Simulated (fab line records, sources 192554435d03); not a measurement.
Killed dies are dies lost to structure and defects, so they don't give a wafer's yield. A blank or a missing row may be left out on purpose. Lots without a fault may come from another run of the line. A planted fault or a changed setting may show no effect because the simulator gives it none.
Which tool did it? | flow n5_finfet | 8 lots, 24 wafers sampled, at 3 steps of a route of 1938

WHAT THE GAUGES READ, wafer by wafer
N5_BEOL_M2_CD_MEAS_18: pitch 36 nm, target cd 18 nm.
lot  | measured     | on        | cd_nm (nm)
L928 | day 6 12:59  | cd_sem-02 | 18.3 18.2 18.3
L930 | day 7 06:58  | cd_sem-03 | 17.9 17.2 17.7
L934 | day 8 04:39  | cd_sem-03 | 18.2 18.1 18.0
L939 | day 9 09:33  | cd_sem-01 | 17.6 17.9 17.8
L940 | day 9 16:35  | cd_sem-03 | 18.0 18.1 17.9
L942 | day 9 22:11  | cd_sem-01 | 18.0 18.6 18.3
L948 | day 11 08:55 | cd_sem-02 | 18.0 18.2 18.3
L950 | day 12 05:20 | cd_sem-03 | 17.7 17.8 18.2

WHICH TOOL RAN EACH LOT (tool, then ch and the chambers of the sampled wafers, then the start)
lot  | N5_BEOL_M2_ETCH_63                 | N5_BEOL_M2_STRIP_19
L928 | rie_diel-01 ch 2,3, day 6 12:31    | rie_diel-04 ch 1,2, day 6 12:55
L930 | rie_diel-04 ch 1,2, day 7 06:29    | rie_diel-01 ch 0,2,3, day 7 06:53
L934 | rie_diel-01 ch 0,1,3, day 8 04:08  | rie_diel-01 ch 0,1,3, day 8 04:35
L939 | rie_diel-04 ch 1,2,3, day 9 09:10  | rie_diel-04 ch 0,1,3, day 9 09:29
L940 | rie_diel-04 ch 1,2,3, day 9 16:11  | rie_diel-02 ch 0,1,2, day 9 16:31
L942 | rie_diel-01 ch 0,1,3, day 9 21:47  | rie_diel-02 ch 1,2,3, day 9 22:07
L948 | rie_diel-01 ch 1,2,3, day 11 08:25 | rie_diel-04 ch 0,2,3, day 11 08:51
L950 | rie_diel-04 ch 0,1,2, day 12 04:57 | rie_diel-04 ch 1,2, day 12 05:16
- N5_BEOL_M2_ETCH_63: etches SiARC in CF4, target depth 15.6 nm, time 26 s.
- N5_BEOL_M2_STRIP_19: strips in O2.

THE ANSWER, worked out from the rows above alone
Rule: what is usual is taken from the lots themselves. Put in order of their means at a reading, lots are off if they are a third of the lots or fewer, leave a main group of 4 or more, and stand apart from it by a gap of 3 or more times the standard deviation of the main group's means; of several such gaps the widest counts. A main group whose means are all the same, to the digits that the tables above print for the reading, isn't used. A lot without any number at a reading at which 4 lots or more have one is off too. The other lots that the step has rows for count as sound.
No lot is off at any reading shown: from this, nothing can be told.

WHAT THE SIMULATOR HAD PUT IN
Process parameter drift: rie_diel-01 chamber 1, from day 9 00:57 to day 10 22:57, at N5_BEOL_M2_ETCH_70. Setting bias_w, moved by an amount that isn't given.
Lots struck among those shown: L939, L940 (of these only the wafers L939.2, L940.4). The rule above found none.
